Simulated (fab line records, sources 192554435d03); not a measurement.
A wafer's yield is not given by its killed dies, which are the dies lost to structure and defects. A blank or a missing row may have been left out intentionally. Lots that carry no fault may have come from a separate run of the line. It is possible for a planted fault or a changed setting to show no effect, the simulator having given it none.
The tool behind it: which one?	flow n5 finfet	7 lots with 19 wafers sampled at 6 steps, on a route of 1938 steps

== WHAT THE GAUGES READ, wafer by wafer ==
N5_BEOL_M14_THK_MEAS_50: measures by xrf.
lot	measured	on	M14_THK (nm)
L411	day 12 00:20	film metro-02	558 559 555
L415	day 13 00:38	film metro-01	428 550
L418	day 13 11:23	film metro-02	450 556
L427	day 15 23:32	film metro-01	558 563 543
L426	day 16 01:58	film metro-02	568 551 549
L432	day 17 05:22	film metro-01	548 554 545
L431	day 17 12:23	film metro-01	561 558 559

== WHICH TOOL RAN EACH LOT (tool, then ch and the chambers of the sampled wafers, then the start) ==
lot	N5_BEOL_M14_ETCH_67	N5_BEOL_M14_TRENCH_ETCH_34	N5_BEOL_M14_ETCH_38	N5_BEOL_M14_ECD_47	N5_BEOL_M14_CMP_49
L411	rie diel-01 ch 1,2, day 11 20:41	rie diel-01 ch 1,2, day 11 21:06	rie diel-01 ch 0,1,3, day 11 23:25 or earlier	ecd cu-01 ch 0,1, day 11 23:25	cmp-03 ch 0,1,3, day 12 00:08
L415	rie diel-03 ch 2,3, day 12 21:43	rie diel-03 ch 2,3, day 12 22:07	rie diel-03 ch 0,1, day 12 23:58 or earlier	ecd cu-01 ch 0,1, day 12 23:58	cmp-04 ch 2,3, day 13 00:29
L418	rie diel-01 ch 0,2, day 13 06:42	rie diel-01 ch 0,2, day 13 07:07	rie diel-03 ch 2,3, day 13 10:24 or earlier	ecd cu-01 ch 0,1, day 13 10:24	cmp-04 ch 1,3, day 13 11:05
L427	rie diel-03 ch 0,1,2, day 15 21:13	rie diel-03 ch 0,1,2, day 15 21:38	rie diel-03 ch 2,3, day 15 22:45 or earlier	ecd cu-01 ch 0,1, day 15 22:45	cmp-02 ch 1,3, day 15 23:14
L426	rie diel-04 ch 0,1,2, day 15 22:39	rie diel-04 ch 0,1,2, day 15 23:04	rie diel-01 ch 0,2,3, day 16 01:11 or earlier	ecd cu-01 ch 0,1, day 16 01:11	cmp-03 ch 1,2,3, day 16 01:41
L432	rie diel-01 ch 0,1,2, day 17 00:54	rie diel-01 ch 0,1,2, day 17 01:19	rie diel-01 ch 0,1,2, day 17 04:35 or earlier	ecd cu-01 ch 0,1, day 17 04:35	cmp-04 ch 0,2,3, day 17 05:06
L431	rie diel-04 ch 0,1,3, day 17 07:55	rie diel-04 ch 0,1,3, day 17 08:20	rie diel-03 ch 1,2,3, day 17 11:32 or earlier	ecd cu-01 ch 0,1, day 17 11:32	cmp-02 ch 0,1,2, day 17 12:08
- N5_BEOL_M14_ETCH_67: etches SiARC in CF4, target depth 143 nm, time 238.3 s.
- N5_BEOL_M14_TRENCH_ETCH_34: etches SiO2 in C4F8/O2/Ar, target depth 556.65 nm, time 126.9 s.
- N5_BEOL_M14_ETCH_38: etches SiCN in CF4/N2, target depth 106.5 nm, time 120.6 s.
- N5_BEOL_M14_ECD_47: material Cu, target thk 1248 nm.
- N5_BEOL_M14_CMP_49: polishes, stops on SiO2, t overpolish 5.2 s, target thk 560 nm.

== THE ANSWER, worked out from the rows above alone ==
Rule: the lots themselves supply what counts as usual. The widest of any qualifying gaps counts: lots, ordered by their means at a reading, are off when they make up no more than a third of the lots, leave a main group of 4 or more, and stand apart from it by 3 or more times the standard deviation of that group's means. A main group is skipped when, at the precision printed for the reading in the tables above, its means are all equal. A lot without any number at a reading at which 4 lots or more have one is off too. Where the step has rows for the other lots, those lots are counted as sound.
Off: L415, L418, at N5_BEOL_M14_THK_MEAS_50 (M14_THK). Main group: mean 555 nm, sd 3.5.
If a tool, at a process step before that reading, ran all the lots that are off and no sound lot after the first of them, it fits. Those tools and the gauges at N5_BEOL_M14_THK_MEAS_50 are tried in the same way. With no start given for some of its lots, N5_BEOL_M14_ETCH_38 uses the hours and lot order of N5_BEOL_M14_ECD_47. Of those tried, none fits.

== WHAT THE SIMULATOR HAD PUT IN ==
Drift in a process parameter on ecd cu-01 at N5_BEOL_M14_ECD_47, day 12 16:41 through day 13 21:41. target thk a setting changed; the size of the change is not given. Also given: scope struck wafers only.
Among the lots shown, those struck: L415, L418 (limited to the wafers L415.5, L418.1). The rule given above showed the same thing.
